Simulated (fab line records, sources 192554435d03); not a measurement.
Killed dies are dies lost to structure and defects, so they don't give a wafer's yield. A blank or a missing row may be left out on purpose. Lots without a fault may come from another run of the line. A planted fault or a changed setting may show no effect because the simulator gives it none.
fab line records | flow n5_finfet
record lots=7 wafers=21
route steps=1938 shown BEOL_M10@1512 BEOL_M11@1565 BEOL_M13@1673 BEOL_M15@1801 PASSIVATION@1930
start_h: hours from the record's first day to the start of the lot's first wafer shown | wait_h: hours since the lot's step before | " the same as in the row above | L1.1+2: a row that stands for several wafers | - no value, or no start given | * or withheld: withheld | < > ~ a bound
route shown NAME@n: a module of which the file shows steps, and the number in the route of the first | usual: mean/standard deviation of fault-free wafers | same: alike in all rows | chamber/n: place in a boat | sites: the reading at each site | _std_site: their standard deviation | _edge_site: outer sites' mean less inner sites' | radius_mm: how far each site lies from the wafer's centre | mask NAME#n: copy n | behind: the tool/chamber that last shaped the wafer | hold: why the lot was held/for how many hours/how that ended | device: the transistor (n, p or np) that didn't switch | end of line: the same wafers' tests at the end of the route | a step without rows: its recipe alone | killed: dies lost to structure and defects at the first sort, not the wafer's yield | map: a wafer's dies, x killed, . not, _ none there
set.NAME: the setting as run; set.NAME@STEP: as run at that earlier step | model.NAME: the simulator's own value behind a step, which no gauge read
lots whose settings were changed on purpose; a table a step, a row a wafer
## steps
# step N5_BEOL_M10_TRENCH_ETCH_37
# recipe chemistry=C4F6/O2 target_depth_a=1488.3 target=SiCOH_lowk time_s=48 ion_energy_ev=250 pressure_mtorr=30 source_w=345 bias_w=185 Ar_flow_sccm=300 C4F6_flow_sccm=10 O2_flow_sccm=10
# usual rf_vpp_V=666/20
# columns lot.wafer tool chamber start_h wait_h set.bias_w rf_vpp_V
L078.3 rie_diel-05 1 - - 185 678
L078.4 " 3 " " 175.7 651
L078.5 " 3 " " 175.7 652
L081.2 rie_diel-01 1 - - 175.8 637
L081.3 " 3 " " 185 661
L081.4 " 2 " " 185 685
L083.2 rie_diel-01 3 - - 185 661
L083.3 " 2 " " 185 684
L083.5 " 1 " " 185 665
L087.3 rie_diel-02 3 - - 201.4 701
L087.4 " 1 " " 201.4 733
L087.5 " 0 " " 185 630
L092.1 rie_diel-02 3 - - 185 655
L092.3 " 1 " " 168.7 638
L092.4 " 3 " " 168.7 608
L096.2 rie_diel-05 1 - - 185 678
L096.5 " 3 " " 185 678
L096.6 " 2 " " 185 677
L097.1 rie_diel-02 3 - - 185 655
L097.2 " 1 " " 151.7 585
L097.6 " 0 " " 151.7 537
# step N5_BEOL_M11_EXPOSE_25
# recipe mask_id=V10 na=1.35 source_shape=annular sigma_inner=0.5 sigma_outer=0.8 polarization=unpolarized dose_mj=85.5
# columns lot.wafer tool chamber start_h wait_h mask set.dose_mj
L078.3+4+5 arfi_scanner-02 0 272.18 - V10#0 85.5
L081.2 arfi_scanner-03 0 287.27 - V10#0 81.42
L081.3+4 " 0 " " V10#0 85.5
L083.2+3+5 arfi_scanner-03 0 291.99 - V10#0 85.5
L087.3+4 arfi_scanner-02 0 313.60 - V10#0 88.48
L087.5 " 0 " " V10#0 85.5
L092.1+4 arfi_scanner-03 0 348.38 - V10#0 85.5
L092.3 " 0 " " V10#0 83.56
L096.2+5+6 arfi_scanner-02 0 366.30 - V10#0 85.5
L097.1+6 arfi_scanner-02 0 380.07 - V10#0 80.79
L097.2 " 0 " " V10#0 85.5
# step N5_BEOL_M11_PEB_26
# recipe peb_temp_c=withheld peb_time_s=60 resist=CAR-ArF
# step N5_BEOL_M11_DEVELOP_27
# recipe develop_time_s=30 developer=TMAH resist=CAR-ArF rinse_liquid=diw dry=air_spin dev_temp_c=23
# step N5_BEOL_M11_CD_MEAS_28
# recipe target_cd_nm=70 landing_energy_ev=500 detector=se_inlens polarity=opening
# usual cd_nm=70.4/1.1
# columns lot.wafer tool chamber start_h wait_h set.dose_mj@BEOL_M11_EXPOSE_25 cd_nm
L078.3 cd_sem-01 0 272.31 - 85.5 68.9
L078.4 " 0 " " 85.5 71.4
L078.5 " 0 " " 85.5 69.9
L081.2 cd_sem-02 0 287.40 - 81.42 66.1
L081.3 " 0 " " 85.5 70.9
L081.4 " 0 " " 85.5 69.5
L083.2 cd_sem-01 0 292.12 - 85.5 70.7
L083.3 " 0 " " 85.5 71.4
L083.5 " 0 " " 85.5 71.6
L087.3 cd_sem-02 0 313.72 - 88.48 71.1
L087.4 " 0 " " 88.48 71.9
L087.5 " 0 " " 85.5 68.7
L092.1 cd_sem-03 0 348.51 - 85.5 69.9
L092.3 " 0 " " 83.56 65.6
L092.4 " 0 " " 85.5 70.4
L096.2 cd_sem-02 0 366.43 - 85.5 69.0
L096.5 " 0 " " 85.5 69.5
L096.6 " 0 " " 85.5 70.8
L097.1 cd_sem-02 0 380.20 - 80.79 66.0
L097.2 " 0 " " 85.5 70.4
L097.6 " 0 " " 80.79 66.2
# step N5_BEOL_M13_ETCH_59
# recipe chemistry=N2/H2 target=BARC target_depth_a=890 overetch_a=267 time_s=67.9 ion_energy_ev=200 pressure_mtorr=30 source_w=840 bias_w=150 n2_flow_sccm=200 h2_flow_sccm=200
# columns lot.wafer tool chamber start_h wait_h set.time_s model.coat_of_BEOL_M13_COAT_04.thk_nm
L078.3 rie_diel-06 3 284.02 0.0 62.04 321.4
L078.4 " 1 " " 67.9 318.4
L078.5 " 0 " " 67.9 321.6
L081.2 rie_diel-03 1 301.99 0.0 78.91 309.4
L081.3 " 3 " " 67.9 315.8
L081.4 " 3 " " 78.91 303.8
L083.2 rie_diel-06 1 303.16 0.0 80.23 307.2
L083.3 " 0 " " 67.9 323
L083.5 " 2 " " 80.23 305.4
L087.3 rie_diel-03 1 322.59 0.0 67.9 321.4
L087.4 " 3 " " 74.33 309.2
L087.5 " 1 " " 74.33 314.8
L092.1 rie_diel-03 1 357.30 0.0 67.9 320.4
L092.3 " 3 " " 79.23 304
L092.4 " 3 " " 67.9 314.6
L096.2 rie_diel-03 0 376.69 0.0 67.9 319.6
L096.5 " 0 " " 67.9 319.4
L096.6 " 3 " " 67.9 316.2
L097.1 rie_diel-06 0 390.27 0.0 74.16 316.8
L097.2 " 3 " " 67.9 318.4
L097.6 " 1 " " 67.9 319.6
# step N5_BEOL_M13_SPUTTER_43
# recipe material=TaN target_thk_a=150 temp_c=50 bias_v=168.6 power_w=15000 chamber_pressure_pa=0.12 time_s=24.19
# columns lot.wafer tool chamber start_h wait_h set.time_s model.TaN_of_BEOL_M13_SPUTTER_43.thk_nm
L078.3 pvd_sputter-02 - 289.79 0.0 24.19 15
L078.4+5 " - " " 24.19 15.2
L081.2+4 pvd_sputter-03 - 306.84 0.0 20.61 12.8
L081.3 " - " " 24.19 14.8
L083.2 pvd_sputter-03 - 310.38 0.0 24.19 15.4
L083.3 " - " " 24.19 15
L083.5 " - " " 20.67 13.2
L087.3+5 pvd_sputter-02 - 324.80 0.0 24.19 15
L087.4 " - " " 24.19 15.2
L092.1 pvd_sputter-01 - 361.00 0.0 24.19 15.2
L092.3+4 " - " " 22.92 14.2
L096.2+6 pvd_sputter-03 - 381.36 0.0 24.19 15
L096.5 " - " " 24.19 15.2
L097.1 pvd_sputter-01 - 392.72 0.0 24.19 15.2
L097.2 " - " " 24.19 15
L097.6 " - " " 20.78 12.8
# step N5_BEOL_M15_PEB_26
# recipe peb_temp_c=130 peb_time_s=90
# columns lot.wafer tool chamber start_h wait_h set.peb_temp_c
L078.3+5 litho_track-05 0 298.75 0.0 130
L078.4 " 0 " " 132.9
L081.2+4 litho_track-05 0 316.38 0.0 131.7
L081.3 " 0 " " 130
L083.2+3+5 litho_track-05 0 317.99 0.0 130
L087.3+5 litho_track-03 0 334.76 0.0 130
L087.4 " 0 " " 131.5
L092.1+3+4 litho_track-03 0 370.60 0.1 130
L096.2+5+6 litho_track-02 0 390.54 0.0 130
L097.1 litho_track-02 0 407.86 0.1 130
L097.2+6 " 0 " " 127
# step N5_BEOL_M15_DEVELOP_27
# recipe develop_time_s=45 rinse_liquid=diw dry=air_spin dev_temp_c=21
# step N5_BEOL_M15_HARDBAKE_32
# recipe temp_c=130 time_s=120
# step N5_BEOL_M15_CD_MEAS_28
# recipe target_cd_nm=407.6 landing_energy_ev=500 detector=se_inlens
# usual cd_nm=408.0/2.3
# columns lot.wafer tool chamber start_h wait_h set.peb_temp_c@BEOL_M15_PEB_26 cd_nm
L078.3 cd_sem-01 0 298.87 - 130 403.1
L078.4 " 0 " " 132.9 420.6
L078.5 " 0 " " 130 404.0
L081.2 cd_sem-02 0 316.49 - 131.7 413.2
L081.3 " 0 " " 130 409.7
L081.4 " 0 " " 131.7 413.9
L083.2 cd_sem-01 0 318.11 - 130 409.6
L083.3 " 0 " " 130 407.7
L083.5 " 0 " " 130 409.1
L087.3 cd_sem-01 0 334.88 - 130 405.4
L087.4 " 0 " " 131.5 412.3
L087.5 " 0 " " 130 407.8
L092.1 cd_sem-02 0 370.72 - 130 407.1
L092.3 " 0 " " 130 407.1
L092.4 " 0 " " 130 404.3
L096.2 cd_sem-01 0 390.65 - 130 407.4
L096.5 " 0 " " 130 410.2
L096.6 " 0 " " 130 409.9
L097.1 cd_sem-01 0 407.97 - 130 409.1
L097.2 " 0 " " 127 391.3
L097.6 " 0 " " 127 394.8
# step N5_BEOL_M15_DESCUM_33
# recipe chemistry=O2 time_s=7.9 source_power_w=50 bias_power_w=20 pressure_mtorr=20 rf_frequency_hz=2.712e+07 temp_c=40 o2_flow_sccm=225
# columns lot.wafer tool chamber start_h wait_h set.peb_temp_c@BEOL_M15_PEB_26 model.BEOL_M15.cd_nm
L078.3 rie_diel-06 0 299.15 0.2 130 403.2
L078.4 " 3 " " 132.9 420.8
L078.5 " 3 " " 130 404.4
L081.2 rie_diel-06 0 316.58 0.0 131.7 413
L081.3 " 3 " " 130 409.4
L081.4 " 2 " " 131.7 413.6
L083.2 rie_diel-04 0 318.19 0.0 130 410
L083.3 " 2 " " 130 407.8
L083.5 " 3 " " 130 409.4
L087.3 rie_diel-04 2 334.96 0.0 130 405.4
L087.4 " 0 " " 131.5 412.6
L087.5 " 3 " " 130 407.8
L092.1 rie_diel-06 0 370.84 0.1 130 407.2
L092.3 " 1 " " 130 407
L092.4 " 2 " " 130 404.6
L096.2 rie_diel-03 3 391.31 0.6 130 407.2
L096.5 " 3 " " 130 410.4
L096.6 " 0 " " 130 410
L097.1 rie_diel-06 1 408.38 0.4 130 408.6
L097.2 " 2 " " 127 391.4
L097.6 " 1 " " 127 394.8
# step N5_BEOL_M15_ETCH_61
# recipe chemistry=N2/H2 target=BARC target_depth_a=890 overetch_a=267 time_s=67.9 ion_energy_ev=200 pressure_mtorr=30 source_w=840 bias_w=150 n2_flow_sccm=200 h2_flow_sccm=200
# columns lot.wafer tool chamber start_h wait_h set.peb_temp_c@BEOL_M15_PEB_26 model.BEOL_M15.cd_nm
L078.3 rie_diel-06 0 299.19 0.0 130 394.2
L078.4 " 3 " " 132.9 412.2
L078.5 " 3 " " 130 396.6
L081.2 rie_diel-06 0 316.61 0.0 131.7 404.6
L081.3 " 3 " " 130 400.8
L081.4 " 2 " " 131.7 407.8
L083.2 rie_diel-04 0 318.23 0.0 130 402
L083.3 " 2 " " 130 400.6
L083.5 " 3 " " 130 401.6
L087.3 rie_diel-04 2 335.00 0.0 130 399.2
L087.4 " 0 " " 131.5 406.6
L087.5 " 3 " " 130 401.8
L092.1 rie_diel-06 0 370.87 0.0 130 398.8
L092.3 " 1 " " 130 398.2
L092.4 " 2 " " 130 398.4
L096.2 rie_diel-03 3 391.37 0.0 130 401.4
L096.5 " 3 " " 130 404.6
L096.6 " 0 " " 130 400.6
L097.1 rie_diel-06 1 408.41 0.0 130 399.4
L097.2 " 2 " " 127 385.2
L097.6 " 1 " " 127 385.6
# step N5_BEOL_M15_SPUTTER_43
# recipe material=TaN target_thk_a=150 temp_c=50 bias_v=168.6 power_w=15000 chamber_pressure_pa=0.12 time_s=24.19
# columns lot.wafer tool chamber start_h wait_h set.power_w model.TaN_of_BEOL_M15_SPUTTER_43.thk_nm
L078.3 pvd_sputter-01 - 300.61 0.0 15000 15.4
L078.4 " - " " 13520 13.6
L078.5 " - " " 15000 15
L081.2+3 pvd_sputter-02 - 321.65 0.0 15000 15.2
L081.4 " - " " 15000 15.6
L083.2+5 pvd_sputter-01 - 324.08 0.0 15000 15
L083.3 " - " " 15000 15.2
L087.3 pvd_sputter-01 - 337.91 0.0 15000 15
L087.4+5 " - " " 15000 15.2
L092.1 pvd_sputter-01 - 371.82 0.0 15000 15.2
L092.3 " - " " 15000 15.8
L092.4 " - " " 15000 15.4
L096.2 pvd_sputter-01 - 393.28 0.0 15000 15.4
L096.5+6 " - " " 15000 15.2
L097.1 pvd_sputter-02 - 409.25 0.0 15000 15.4
L097.2 " - " " 17350 17.8
L097.6 " - " " 17350 18
# step N5_PASSIVATION_ETCH_54
# recipe chemistry=CHF3/O2 target=SiO2 target_depth_a=8800 CHF3_flow_sccm=50 O2_flow_sccm=5 Ar_flow_sccm=200 time_s=440 mask_material=PR pressure_mtorr=30 source_w=650 bias_w=170 ion_energy_ev=200
# columns lot.wafer tool chamber start_h wait_h set.time_s model.etch.depth_nm model.PASSIVATION.feature_depth_nm
L078.3 rie_diel-05 0 316.37 0.1 440 854.4 854.4
L078.4 " 0 " " 378.5 734.9 734.8
L078.5 " 2 " " 378.5 768.2 768.2
L081.2 rie_diel-01 3 334.98 0.1 509.6 1018 1018
L081.3 " 2 " " 509.6 1011 1011
L081.4 " 1 " " 440 889.8 889.8
L083.2 rie_diel-02 1 335.67 0.1 524.6 1024 1024
L083.3 " 2 " " 440 848.5 848.6
L083.5 " 2 " " 524.6 1013 1013
L087.3 rie_diel-01 1 348.99 0.1 440 890.2 890.2
L087.4 " 2 " " 440 857.5 857.6
L087.5 " 0 " " 440 893 893
L092.1 rie_diel-05 2 385.14 0.1 349.3 716 716
L092.3 " 1 " " 440 887.2 887.2
L092.4 " 3 " " 440 860.6 860.6
L096.2 rie_diel-02 1 406.49 0.1 440 851.8 851.8
L096.5 " 3 " " 440 892 892
L096.6 " 2 " " 440 857.1 857.2
L097.1 rie_diel-02 2 419.97 0.1 440 857.4 857.4
L097.2 " 1 " " 440 858.6 858.6
L097.6 " 1 " " 440 854.7 854.6
## key
split step=N5_BEOL_M10_TRENCH_ETCH_37 setting=bias_w stated=185 by=wafer
response step=N5_BEOL_M10_TRENCH_ETCH_37 reading=rf_vpp_V change=+5.75 per=1% r=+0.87
split step=N5_BEOL_M11_EXPOSE_25 setting=dose_mj stated=85.5 by=wafer
response step=N5_BEOL_M11_CD_MEAS_28 reading=cd_nm change=+0.894 per=1% r=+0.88
split step=N5_BEOL_M13_ETCH_59 setting=time_s stated=67.9 by=wafer
response step=N5_BEOL_M13_ETCH_59 reading=model.coat_of_BEOL_M13_COAT_04.thk_nm change=-0.713 per=1% r=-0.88
split step=N5_BEOL_M13_SPUTTER_43 setting=time_s stated=24.19 by=wafer
response step=N5_BEOL_M13_SPUTTER_43 reading=model.TaN_of_BEOL_M13_SPUTTER_43.thk_nm change=+0.147 per=1% r=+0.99
split step=N5_BEOL_M15_PEB_26 setting=peb_temp_c stated=130 by=wafer
response step=N5_BEOL_M15_CD_MEAS_28 reading=cd_nm change=+6.49 per=1% r=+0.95
response step=N5_BEOL_M15_DESCUM_33 reading=model.BEOL_M15.cd_nm change=+6.42 per=1% r=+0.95
response step=N5_BEOL_M15_ETCH_61 reading=model.BEOL_M15.cd_nm change=+6.29 per=1% r=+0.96
split step=N5_BEOL_M15_SPUTTER_43 setting=power_w stated=15000 by=wafer
response step=N5_BEOL_M15_SPUTTER_43 reading=model.TaN_of_BEOL_M15_SPUTTER_43.thk_nm change=+0.16 per=1% r=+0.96
split step=N5_PASSIVATION_ETCH_54 setting=time_s stated=440 by=wafer
response step=N5_PASSIVATION_ETCH_54 reading=model.etch.depth_nm change=+8.01 per=1% r=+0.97
response step=N5_PASSIVATION_ETCH_54 reading=model.PASSIVATION.feature_depth_nm change=+8.01 per=1% r=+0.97
